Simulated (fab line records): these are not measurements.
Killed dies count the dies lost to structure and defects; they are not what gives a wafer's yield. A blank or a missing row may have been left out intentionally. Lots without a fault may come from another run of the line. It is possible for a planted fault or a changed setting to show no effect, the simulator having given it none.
Chamber matching / flow n5 finfet / N5_BEOL_M4_ETCH_63 on rie diel-02 has 4 sister chambers
The step etches SiARC in CF4, target depth 15.6 nm, time 26 s. 16 wafers are shown with their chamber, then 8 later ones without.

== WAFERS WITH THEIR CHAMBER ==
wafer=L074.1; chamber=2; drypump motor current A (A)=6.6; throttle valve pct (%)=16.01; showerhead plenum p Torr (Torr)=2.23
wafer=L074.3; chamber=3; drypump motor current A (A)=5.2; throttle valve pct (%)=15.61; showerhead plenum p Torr (Torr)=2.15
wafer=L074.4; chamber=0; drypump motor current A (A)=6.2; throttle valve pct (%)=15.52; showerhead plenum p Torr (Torr)=2.20
wafer=L076.1; chamber=1; drypump motor current A (A)=5.8; throttle valve pct (%)=15.75; showerhead plenum p Torr (Torr)=2.14
wafer=L076.2; chamber=3; drypump motor current A (A)=5.2; throttle valve pct (%)=15.60; showerhead plenum p Torr (Torr)=2.15
wafer=L076.4; chamber=0; drypump motor current A (A)=6.2; throttle valve pct (%)=15.52; showerhead plenum p Torr (Torr)=2.19
wafer=L084.1; chamber=3; drypump motor current A (A)=5.2; throttle valve pct (%)=15.64; showerhead plenum p Torr (Torr)=2.14
wafer=L084.5; chamber=1; drypump motor current A (A)=5.9; throttle valve pct (%)=15.78; showerhead plenum p Torr (Torr)=2.13
wafer=L084.6; chamber=0; drypump motor current A (A)=6.2; throttle valve pct (%)=15.54; showerhead plenum p Torr (Torr)=2.19
wafer=L086.1; chamber=2; drypump motor current A (A)=6.7; throttle valve pct (%)=16.05; showerhead plenum p Torr (Torr)=2.22
wafer=L086.3; chamber=0; drypump motor current A (A)=6.2; throttle valve pct (%)=15.57; showerhead plenum p Torr (Torr)=2.19
wafer=L086.5; chamber=1; drypump motor current A (A)=5.8; throttle valve pct (%)=15.78; showerhead plenum p Torr (Torr)=2.13
wafer=L089.1; chamber=2; drypump motor current A (A)=6.6; throttle valve pct (%)=16.06; showerhead plenum p Torr (Torr)=2.22
wafer=L089.4; chamber=0; drypump motor current A (A)=6.1; throttle valve pct (%)=15.58; showerhead plenum p Torr (Torr)=2.19
wafer=L089.5; chamber=0; drypump motor current A (A)=6.2; throttle valve pct (%)=15.57; showerhead plenum p Torr (Torr)=2.19
wafer=L090.2; chamber=0; drypump motor current A (A)=6.1; throttle valve pct (%)=15.56; showerhead plenum p Torr (Torr)=2.19

SIGNATURES, as means of the wafers listed above
reading=drypump motor current A; chamber 0=6.171; chamber 1=5.833; chamber 2=6.633; chamber 3=5.200; scatter within a chamber=0.048
reading=throttle valve pct; chamber 0=15.5514; chamber 1=15.7700; chamber 2=16.0400; chamber 3=15.6167; scatter within a chamber=0.0234
reading=showerhead plenum p Torr; chamber 0=2.1914; chamber 1=2.1333; chamber 2=2.2233; chamber 3=2.1467; scatter within a chamber=0.00488
Rule: distance of a wafer from a chamber = root of the sum over the readings of ((wafer's reading minus chamber's mean) / reading's scatter) squared. If the next closest chamber is less than 2 further off than the closest, the wafer can't be placed; otherwise it belongs to the closest. The scatter: take each reading less its chamber's mean, square it, sum over the shown wafers, divide by the number of wafers less the number of chambers, and take the root.

== WAFERS WHOSE CHAMBER IS MISSING ==
wafer=L090.3; drypump motor current A (A)=5.8; throttle valve pct (%)=15.79; showerhead plenum p Torr (Torr)=2.13
wafer=L090.5; drypump motor current A (A)=5.8; throttle valve pct (%)=15.79; showerhead plenum p Torr (Torr)=2.13
wafer=L093.3; drypump motor current A (A)=5.2; throttle valve pct (%)=15.67; showerhead plenum p Torr (Torr)=2.14
wafer=L093.5; drypump motor current A (A)=5.8; throttle valve pct (%)=15.81; showerhead plenum p Torr (Torr)=2.13
wafer=L093.6; drypump motor current A (A)=6.1; throttle valve pct (%)=15.58; showerhead plenum p Torr (Torr)=2.18
wafer=L096.2; drypump motor current A (A)=6.2; throttle valve pct (%)=15.60; showerhead plenum p Torr (Torr)=2.18
wafer=L096.4; drypump motor current A (A)=5.8; throttle valve pct (%)=15.83; showerhead plenum p Torr (Torr)=2.13
wafer=L096.5; drypump motor current A (A)=5.2; throttle valve pct (%)=15.70; showerhead plenum p Torr (Torr)=2.13

== WHICH CHAMBER EACH ONE RAN IN ==
wafer=L090.3; from the rows above=1; in truth=1
wafer=L090.5; from the rows above=1; in truth=1
wafer=L093.3; from the rows above=3; in truth=3
wafer=L093.5; from the rows above=1; in truth=1
wafer=L093.6; from the rows above=0; in truth=0
wafer=L096.2; from the rows above=0; in truth=0
wafer=L096.4; from the rows above=1; in truth=1
wafer=L096.5; from the rows above=3; in truth=3
8 of 8 placed correctly. Left unplaced by these rows: 0. Number placed wrongly: 0.
